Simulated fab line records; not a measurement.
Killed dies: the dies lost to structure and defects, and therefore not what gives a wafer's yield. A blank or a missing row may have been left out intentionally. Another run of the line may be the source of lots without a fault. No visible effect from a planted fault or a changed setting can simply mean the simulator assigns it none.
fab line records    flow n5Finfet
[record] lots = 7  wafers = 20  lastDay = 17
route steps=1938 shown BEOL_M11@1542
lots untouched by any fault: they come from a run of this same line in which no faults occurred
startH: start of the lot's first displayed wafer, in hours after the record's first day    waitH: hours elapsed since this lot's preceding step    " identical to the entry in the row above    L1.1+2: several wafers, shown together as one row    - no value, or no start was given    * or withheld: withheld    < > ~ a bound
route shown NAME@n: a module of which the file shows steps, and the number in the route of the first    usual: mean/standard deviation taken from wafers without a fault    same: alike in all rows    chamber/n: place in a boat    sites: each site's reading    _std_site: the values' standard deviation    _edge_site: inner sites' mean taken away from outer sites' mean    radiusMm: how far each site lies from the wafer's centre    mask NAME#n: copy n    behind: the tool/chamber that last shaped the wafer    hold: cause of the lot's hold/its duration in hours/its outcome    device: the n, p or np transistor that did not switch    end of line: at the end of the route, the tests of the same wafers    where a step has no rows: the recipe by itself    killed: count of dies lost to structure and defects at first sort (not the wafer's yield)    map: shows each die of a wafer: x if killed, . if not, _ if none is there
set.NAME: the run value of the setting; set.NAME@STEP: its run value at that earlier step    model.NAME: the simulator's own value behind a step, which no gauge read
a table for each step, a row for each wafer; lots at some steps of the route
services: from which hour (startH, from the record's first day; less than 0 if before it) a tool's chamber was out of use, for how many hours, and why
[[steps]]
[step N5_BEOL_M11_COAT_60]
[recipe] resist = SiARC  tempC = 220  timeS = 60  spinRpm = 1500  resistThkNm = 30
[step N5_BEOL_M11_COAT_05]
[recipe] resist = CAR-ArF  spinRpm = 1500  resistThkNm = 90
[step N5_BEOL_M11_EBR_07]
[recipe] solvent = PGMEA  ebrWidthMm = 1.5
[step N5_BEOL_M11_SOFTBAKE_06]
[recipe] tempC = 110  timeS = 60  resist = CAR-ArF
[step N5_BEOL_M11_EXPOSE_08]
[recipe] maskId = M11  na = 1.35  sourceShape = dipole  sigmaInner = 0.411  sigmaOuter = 0.611  polarization = te  doseMj = 53.75
[step N5_BEOL_M11_PEB_09]
[recipe] pebTempC = withheld  pebTimeS = 60  resist = CAR-ArF
[step N5_BEOL_M11_DEVELOP_10]
[recipe] developTimeS = 30  developer = TMAH  resist = CAR-ArF  rinseLiquid = diw  dry = airSpin  devTempC = 23
[step N5_BEOL_M11_CD_MEAS_11]
[recipe] targetCdNm = 64.1  landingEnergyEv = 500  detector = seInlens  polarity = opening
[usual] cdNm = 63.8/0.56
lot.wafer  tool      chamber  startH  waitH  cdNm
L371.2     cdSem-02  0        276.41  -      63.2
L371.5     "         0        "       "      63.8
L371.6     "         0        "       "      64.3
L372.1     cdSem-02  0        283.34  -      63.2
L372.2     "         0        "       "      63.8
L372.5     "         0        "       "      64.2
L375.1     cdSem-03  0        296.15  -      64.4
L375.2     "         0        "       "      63.8
L375.6     "         0        "       "      63.2
L376.2     cdSem-03  0        312.09  -      64.2
L376.4     "         0        "       "      64.1
L380.2     cdSem-02  0        330.96  -      63.9
L380.5     "         0        "       "      63.4
L380.6     "         0        "       "      64.6
L384.1     cdSem-01  0        352.43  -      64.6
L384.3     "         0        "       "      64.7
L384.6     "         0        "       "      64.4
L385.2     cdSem-01  0        354.75  -      63.4
L385.4     "         0        "       "      62.8
L385.6     "         0        "       "      63.3
[step N5_BEOL_M11_OVL_MEAS_12]
[recipe] pointsPerWafer = 44
[usual] M11_OVL = -0.1/0.73
lot.wafer  tool        chamber  startH  waitH  M11_OVL[nm]
L371.2     overlay-01  0        276.44  0.0    0.3
L371.5     "           0        "       "      0.8
L371.6     "           0        "       "      0.5
L372.1     overlay-01  0        283.37  0.0    0.0
L372.2     "           0        "       "      -0.3
L372.5     "           0        "       "      0.6
L375.1     overlay-02  0        296.18  0.0    0.6
L375.2     "           0        "       "      -0.2
L375.6     "           0        "       "      1.0
L376.2     overlay-02  0        312.12  0.0    -1.4
L376.4     "           0        "       "      -0.6
L380.2     overlay-02  0        330.99  0.0    0.0
L380.5     "           0        "       "      0.5
L380.6     "           0        "       "      0.7
L384.1     overlay-01  0        352.46  0.0    1.6
L384.3     "           0        "       "      -0.2
L384.6     "           0        "       "      -0.1
L385.2     overlay-02  0        354.78  0.0    -1.3
L385.4     "           0        "       "      -0.9
L385.6     "           0        "       "      -1.1
[step N5_BEOL_M11_INSPECT_13]
[recipe] mode = adi  inspectInstrument = brightfield
[usual] rawDefectCount = 424/98
lot.wafer  tool              chamber  startH  waitH  rawDefectCount
L371.2     defectInspect-01  -        276.47  0.0    432
L371.5     "                 -        "       "      416
L371.6     "                 -        "       "      406
L372.1     defectInspect-02  -        283.39  0.0    275
L372.2     "                 -        "       "      250
L372.5     "                 -        "       "      422
L375.1     defectInspect-02  -        296.20  0.0    338
L375.2     "                 -        "       "      298
L375.6     "                 -        "       "      345
L376.2     defectInspect-02  -        312.14  0.0    532
L376.4     "                 -        "       "      272
L380.2     defectInspect-02  -        331.01  0.0    490
L380.5     "                 -        "       "      374
L380.6     "                 -        "       "      552
L384.1     defectInspect-02  -        352.48  0.0    286
L384.3     "                 -        "       "      319
L384.6     "                 -        "       "      356
L385.2     defectInspect-01  -        354.80  0.0    460
L385.4     "                 -        "       "      467
L385.6     "                 -        "       "      519
[step N5_BEOL_M11_DESCUM_16]
[recipe] chemistry = O2  timeS = 7.9  sourcePowerW = 50  biasPowerW = 20  pressureMtorr = 20  rfFrequencyHz = 2.712e+07  tempC = 40  resist = CAR-ArF  o2FlowSccm = 225
[usual] drypumpMotorCurrentA = 5.6/0.37  oesProductAu = 0.75/0.09  rfVppV = 243.0/1.5  showerheadPlenumPTorr = 2.09/0.07  throttleValvePct = 20.62/0.24
lot.wafer  tool        chamber  startH  waitH  drypumpMotorCurrentA  oesProductAu  rfHoursCounterH  rfVppV  showerheadPlenumPTorr  throttleValvePct
L371.2     rieDiel-03  2        276.50  0.0    5.5                   0.71          198              241.7   2.00                   20.75
L371.5     "           3        "       "      5.2                   0.72          -                244.2   2.17                   20.72
L371.6     "           0        "       "      5.6                   0.70          -                245.0   2.18                   20.77
L372.1     rieDiel-03  1        283.52  0.1    5.8                   0.72          213              240.8   2.09                   20.78
L372.2     "           3        "       "      5.3                   0.73          212              244.0   2.17                   20.72
L372.5     "           3        "       "      5.2                   0.73          -                243.7   2.17                   20.75
L375.1     rieDiel-03  1        296.24  0.0    5.7                   0.71          217              241.9   2.09                   20.79
L375.2     "           2        "       "      5.5                   0.71          204              242.2   1.99                   20.78
L375.6     "           2        "       "      5.5                   0.71          -                240.2   1.99                   20.75
L376.2     rieDiel-03  3        312.17  0.0    5.3                   0.72          221              245.0   2.17                   20.76
L376.4     "           0        "       "      5.7                   0.70          -                245.3   2.17                   20.77
L380.2     rieDiel-03  0        331.05  0.0    5.6                   0.70          195              244.2   2.17                   20.78
L380.5     "           2        "       "      5.5                   0.70          -                240.5   1.99                   20.78
L380.6     "           1        "       "      5.7                   0.70          -                242.7   2.08                   20.80
L384.1     rieDiel-01  2        352.58  0.1    6.3                   0.68          223              243.0   2.08                   20.77
L384.3     "           0        "       "      5.3                   0.89          45               244.2   2.14                   20.61
L384.6     "           1        "       "      6.0                   0.80          -                243.3   2.09                   20.02
L385.2     rieDiel-01  1        354.92  0.1    6.0                   0.81          87               243.2   2.09                   20.01
L385.4     "           0        "       "      5.3                   0.88          46               242.7   2.14                   20.63
L385.6     "           2        "       "      6.3                   0.68          -                242.9   2.09                   20.77
[step N5_BEOL_M11_ETCH_61]
[recipe] chemistry = CF4  target = SiARC  targetDepthA = 390  maskMaterial = CAR-ArF  timeS = 65  ionEnergyEv = 80  pressureMtorr = 40  sourceW = 545  biasW = 36  Ar_flow_sccm = 100  cf4FlowSccm = 100  ends = cleared
[usual] cf4FlowSccm = 100.0/0.32  drypumpMotorCurrentA = 5.6/0.37  etchRfOnTimeS = 65.3/1.4  oesProductAu = 0.64/0.078  rfVppV = 184.2/1.2  showerheadPlenumPTorr = 2.14/0.065  throttleValvePct = 15.77/0.22
lot.wafer  tool        chamber  startH  waitH  cf4FlowSccm  drypumpMotorCurrentA  etchRfOnTimeS  oesProductAu  rfHoursCounterH  rfVppV  showerheadPlenumPTorr  throttleValvePct
L371.2     rieDiel-03  2        276.54  0.0    99.6         5.5                   66.1           0.62          198              182.8   2.06                   15.97
L371.5     "           3        "       "      100.3        5.2                   65.1           0.62          -                183.9   2.22                   15.96
L371.6     "           0        "       "      100.1        5.7                   66.7           0.60          -                186.1   2.21                   15.89
L372.1     rieDiel-03  1        283.55  0.0    100.1        5.7                   66.6           0.61          213              184.2   2.13                   15.84
L372.2     "           3        "       "      99.9         5.2                   65.7           0.61          212              184.7   2.21                   15.95
L372.5     "           3        "       "      99.5         5.2                   65.5           0.61          -                185.5   2.21                   15.97
L375.1     rieDiel-03  1        296.27  0.0    99.4         5.8                   66.2           0.61          217              185.0   2.13                   15.84
L375.2     "           2        "       "      100.2        5.5                   65.3           0.61          204              183.9   2.05                   15.99
L375.6     "           2        "       "      99.7         5.5                   66.0           0.61          -                182.3   2.05                   15.99
L376.2     rieDiel-03  3        312.21  0.0    100.3        5.2                   64.9           0.61          221              184.5   2.21                   15.98
L376.4     "           0        "       "      100.1        5.7                   66.2           0.59          -                184.4   2.21                   15.91
L380.2     rieDiel-03  0        331.08  0.0    99.6         5.6                   65.7           0.59          195              183.8   2.21                   15.95
L380.5     "           2        "       "      99.9         5.5                   65.7           0.60          -                184.4   2.05                   16.02
L380.6     "           1        "       "      99.9         5.7                   65.5           0.61          -                185.2   2.13                   15.88
L384.1     rieDiel-01  2        352.62  0.0    100.4        6.3                   66.6           0.59          223              183.9   2.11                   15.81
L384.3     "           0        "       "      100.0        5.3                   63.2           0.76          45               185.0   2.17                   15.64
L384.6     "           1        "       "      99.8         6.0                   66.1           0.68          -                184.8   2.16                   15.34
L385.2     rieDiel-01  1        354.95  0.0    100.2        6.0                   65.1           0.69          87               184.2   2.16                   15.35
L385.4     "           0        "       "      99.5         5.3                   62.6           0.76          46               185.5   2.17                   15.65
L385.6     "           2        "       "      100.5        6.2                   66.0           0.59          -                182.9   2.11                   15.82
[step N5_BEOL_M11_ETCH_62]
[recipe] chemistry = N2/H2  target = SOC  targetDepthA = 1100  overetchA = 220  maskMaterial = SiARC  tempC = 40  timeS = 165  ionEnergyEv = 200  pressureMtorr = 30  sourceW = 840  biasW = 150  n2FlowSccm = 200  h2FlowSccm = 200
[usual] drypumpMotorCurrentA = 5.6/0.37  oesProductAu = 0.64/0.068  rfVppV = 523.5/2.5  showerheadPlenumPTorr = 2.53/0.086  throttleValvePct = 17.94/0.24
lot.wafer  tool        chamber  startH  waitH  drypumpMotorCurrentA  oesProductAu  rfHoursCounterH  rfVppV  showerheadPlenumPTorr  throttleValvePct  model.SiARC_of_BEOL_M11_COAT_60.thkNm
L371.2     rieDiel-03  2        276.59  0.0    5.5                   0.62          198              520.8   2.42                   18.12             24
L371.5     "           3        "       "      5.3                   0.62          -                526.2   2.62                   17.91             23.8
L371.6     "           0        "       "      5.7                   0.60          -                527.5   2.66                   18.18             24
L372.1     rieDiel-03  1        283.60  0.0    5.7                   0.61          213              521.1   2.51                   18.03             23.8
L372.2     "           3        "       "      5.3                   0.62          212              524.8   2.61                   17.90             23.6
L372.5     "           3        "       "      5.2                   0.61          -                525.8   2.61                   17.90             23.6
L375.1     rieDiel-03  1        296.32  0.0    5.7                   0.59          217              522.4   2.51                   18.05             23.4
L375.2     "           2        "       "      5.5                   0.59          204              520.7   2.41                   18.14             23.4
L375.6     "           2        "       "      5.5                   0.62          -                521.6   2.41                   18.14             23.8
L376.2     rieDiel-03  3        312.26  0.0    5.2                   0.59          221              524.5   2.61                   17.91             23.2
L376.4     "           0        "       "      5.7                   0.60          -                524.9   2.65                   18.20             23.6
L380.2     rieDiel-03  0        331.13  0.0    5.6                   0.57          195              525.7   2.65                   18.22             23.4
L380.5     "           2        "       "      5.5                   0.60          -                520.6   2.41                   18.16             23.8
L380.6     "           1        "       "      5.7                   0.61          -                521.4   2.50                   18.08             23.6
L384.1     rieDiel-01  2        352.67  0.0    6.3                   0.59          223              523.4   2.52                   18.12             23.8
L384.3     "           0        "       "      5.3                   0.74          45               524.4   2.57                   17.84             23.6
L384.6     "           1        "       "      6.0                   0.69          -                524.3   2.55                   17.46             23.6
L385.2     rieDiel-01  1        355.00  0.0    6.0                   0.69          87               524.6   2.55                   17.47             23.4
L385.4     "           0        "       "      5.2                   0.74          46               524.2   2.57                   17.84             23.6
L385.6     "           2        "       "      6.3                   0.59          -                522.6   2.52                   18.12             23.8
[step N5_BEOL_M11_STRIP_68]
[recipe] chemistry = N2/H2  tempC = 40  n2FlowSccm = 200  h2FlowSccm = 200  rfFrequencyHz = 6e+07
[step N5_BEOL_M11_STRIP_67]
[recipe] chemistry = CF4  resist = SiARC  powerW = 300  biasPowerW = 75  pressureMtorr = 50  cf4FlowSccm = 150  rfFrequencyHz = 6e+07
[usual] cf4FlowSccm = 150.0/0.44  drypumpMotorCurrentA = 5.6/0.37  oesProductAu = 0.75/0.081  rfVppV = 271.1/1.5  showerheadPlenumPTorr = 1.79/0.054  throttleValvePct = 13.74/0.22
lot.wafer  tool        chamber  startH  waitH  cf4FlowSccm  drypumpMotorCurrentA  oesProductAu  rfHoursCounterH  rfVppV  showerheadPlenumPTorr  throttleValvePct
L371.2     rieDiel-03  2        276.73  0.0    149.3        5.5                   0.73          198              269.1   1.72                   13.91
L371.5     "           3        "       "      149.0        5.2                   0.73          -                272.0   1.85                   13.93
L371.6     "           0        "       "      149.9        5.6                   0.71          -                272.2   1.85                   13.86
L372.1     rieDiel-03  1        283.75  0.0    150.1        5.8                   0.73          213              270.1   1.78                   13.81
L372.2     "           3        "       "      150.4        5.2                   0.73          212              270.7   1.85                   13.95
L372.5     "           3        "       "      150.4        5.2                   0.73          -                272.0   1.85                   13.93
L375.1     rieDiel-03  1        296.47  0.0    149.6        5.8                   0.72          218              269.3   1.78                   13.83
L375.2     "           2        "       "      149.8        5.5                   0.72          204              268.6   1.72                   13.96
L375.6     "           2        "       "      149.9        5.5                   0.72          -                269.4   1.72                   13.97
L376.2     rieDiel-03  3        312.41  0.0    150.0        5.3                   0.72          221              272.6   1.85                   13.96
L376.4     "           0        "       "      150.3        5.7                   0.70          -                271.9   1.84                   13.88
L380.2     rieDiel-03  0        331.28  0.0    149.9        5.7                   0.70          195              273.2   1.84                   13.90
L380.5     "           2        "       "      149.7        5.5                   0.72          -                268.6   1.72                   13.97
L380.6     "           1        "       "      149.7        5.7                   0.71          -                270.5   1.78                   13.85
L384.1     rieDiel-01  2        352.82  0.0    150.5        6.2                   0.70          223              271.3   1.77                   13.84
L384.3     "           0        "       "      150.3        5.3                   0.87          45               271.4   1.83                   13.63
L384.6     "           1        "       "      149.9        6.0                   0.81          -                272.9   1.81                   13.31
L385.2     rieDiel-01  1        355.15  0.0    149.3        6.0                   0.81          87               271.6   1.81                   13.31
L385.4     "           0        "       "      150.1        5.3                   0.86          46               272.3   1.83                   13.64
L385.6     "           2        "       "      150.2        6.2                   0.70          -                270.1   1.77                   13.84
[step N5_BEOL_M11_HM_OPEN_17]
[recipe] chemistry = Cl2/BCl3  targetDepthA = 200  overetchA = 60  target = TiN  maskMaterial = SOC  ionEnergyEv = 150  pressureMtorr = 10  icpW = 1000  biasW = 126  Cl2_flow_sccm = 53.25  bcl3FlowSccm = 21.75  Ar_flow_sccm = 25
[usual] drypumpMotorCurrentA = 5.9/0.42  oesProductAu = 0.67/0.031  throttleValvePct = 22.13/0.17
lot.wafer  tool         chamber  startH  waitH  drypumpMotorCurrentA  oesProductAu  rfHoursCounterH  throttleValvePct  model.etch.depthNm
L371.2     rieMetal-02  1        276.77  0.0    5.2                   0.69          34               22.14             19.73
L371.5     "            0        "       "      6.4                   0.63          -                21.93             19.75
L371.6     "            1        "       "      5.2                   0.68          -                22.16             19.84
L372.1     rieMetal-03  1        283.79  0.0    6.1                   0.73          12               22.54             20.02
L372.2     "            0        "       "      6.5                   0.69          30               22.06             20.49
L372.5     "            1        "       "      6.1                   0.73          -                22.52             19.89
L375.1     rieMetal-03  1        296.51  0.0    6.1                   0.71          14               22.54             19.56
L375.2     "            0        "       "      6.5                   0.67          32               22.09             19.63
L375.6     "            0        "       "      6.5                   0.70          -                22.06             20.61
L376.2     rieMetal-02  1        312.45  0.0    5.2                   0.67          37               22.16             19.25
L376.4     "            1        "       "      5.2                   0.68          -                22.15             19.72
L380.2     rieMetal-01  0        331.32  0.0    5.8                   0.64          56               22.12             18.97
L380.5     "            1        "       "      5.8                   0.65          -                22.16             20.12
L380.6     "            0        "       "      5.8                   0.65          -                22.12             20
L384.1     rieMetal-01  0        352.86  0.0    5.8                   0.65          58               22.10             20
L384.3     "            0        "       "      5.8                   0.64          -                22.13             19.61
L384.6     "            1        "       "      5.8                   0.63          -                22.18             19.74
L385.2     rieMetal-02  1        355.19  0.0    5.2                   0.67          41               22.16             19.92
L385.4     "            1        "       "      5.2                   0.67          -                22.16             20.1
L385.6     "            1        "       "      5.2                   0.68          -                22.17             19.78
[step N5_BEOL_M11_STRIP_19]
[recipe] chemistry = O2  powerW = 400  tempC = 40  pressureMtorr = 30  rfFrequencyHz = 6e+07  biasPowerW = 0  overashFraction = 0.2  o2FlowSccm = 225
[usual] drypumpMotorCurrentA = 5.7/0.38  oesProductAu = 0.76/0.094  rfVppV = 3.6/0.64  showerheadPlenumPTorr = 2.10/0.066  throttleValvePct = 16.83/0.26
lot.wafer  tool        chamber  startH  waitH  drypumpMotorCurrentA  oesProductAu  rfHoursCounterH  rfVppV  showerheadPlenumPTorr  throttleValvePct
L371.2     rieDiel-01  0        276.88  0.1    5.3                   0.94          22               3.0     2.15                   16.76
L371.5     "           1        "       "      6.0                   0.84          -                3.6     2.11                   16.24
L371.6     "           0        "       "      5.3                   0.94          -                4.5     2.15                   16.77
L372.1     rieDiel-03  2        283.90  0.1    5.5                   0.70          200              5.2     2.00                   17.00
L372.2     "           3        "       "      5.3                   0.72          212              3.1     2.18                   17.02
L372.5     "           0        "       "      5.6                   0.71          -                4.6     2.18                   17.02
L375.1     rieDiel-03  1        296.62  0.1    5.7                   0.71          218              3.6     2.09                   16.95
L375.2     "           0        "       "      5.7                   0.70          182              3.8     2.18                   17.02
L375.6     "           0        "       "      5.7                   0.69          -                3.2     2.18                   17.04
L376.2     rieDiel-01  2        312.56  0.1    6.3                   0.70          208              4.4     2.09                   16.98
L376.4     "           1        "       "      6.0                   0.84          -                3.5     2.10                   16.27
L380.2     rieDiel-01  3        331.43  0.1    5.8                   0.69          224              3.8     2.01                   16.84
L380.5     "           2        "       "      6.3                   0.68          -                3.3     2.09                   16.99
L380.6     "           1        "       "      6.0                   0.81          -                3.9     2.10                   16.29
L384.1     rieDiel-03  1        352.97  0.1    5.8                   0.70          239              4.1     2.08                   17.00
L384.3     "           0        "       "      5.7                   0.69          203              3.5     2.17                   17.05
L384.6     "           0        "       "      5.7                   0.69          -                5.3     2.17                   17.02
L385.2     rieDiel-04  2        355.34  0.1    5.8                   0.68          238              3.8     2.16                   16.56
L385.4     "           1        "       "      6.1                   0.87          -                2.9     2.03                   16.47
L385.6     "           3        "       "      5.9                   0.95          -                2.0     2.07                   16.86
[[services]]
tool         chamber  startH  hours  kind
rieDiel-04   3        266.66  7.7    repair
rieDiel-04   3        288.44  -      clean
rieDiel-04   3        288.44  -      consumableReplace:focusRing
rieDiel-04   3        288.44  14.5   scheduledDown
rieDiel-04   3        288.44  14.5   ventCycle
rieMetal-02  -        293.03  1.4    pm
rieDiel-03   2        305.25  9.0    repair
rieDiel-01   3        312.30  7.9    repair
rieDiel-01   0        314.42  5.3    repair
rieDiel-01   0        332.02  2.5    repair
rieDiel-04   0        340.23  7.5    repair
rieDiel-04   2        341.48  8.4    repair
rieDiel-04   0        350.00  -      clean
rieDiel-04   0        350.00  -      consumableReplace:focusRing
rieDiel-04   0        350.00  -      consumableReplace:showerhead
rieDiel-04   0        350.00  27.5   scheduledDown
rieDiel-04   0        350.00  27.5   ventCycle
rieDiel-03   -        354.71  1.2    repair
[[key]]
firstSign none at tools or gauges
[modelEffect] step = N5_BEOL_M11_ETCH_62  value = SiARC_of_BEOL_M11_COAT_60.thkNm  without = 23.75  struck = 23.35
[modelEffect] step = N5_BEOL_M11_HM_OPEN_17  value = etch.depthNm  without = 20.24  struck = 19.35
metAt N5_BEOL_M11_ETCH_62
struckWafers L375.1,L375.2,L376.2,L380.2
onsetBetween 283.60 296.32
[fault] kind = processParameterDrift  tool = rieDiel-03  chamber = -  onsetH = 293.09  steps = N5_BEOL_M11_ETCH_62  channel = timeS  offset = *  shape = step  endH = 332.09  scope = struckWafersOnly  actsIn = *  stated = *
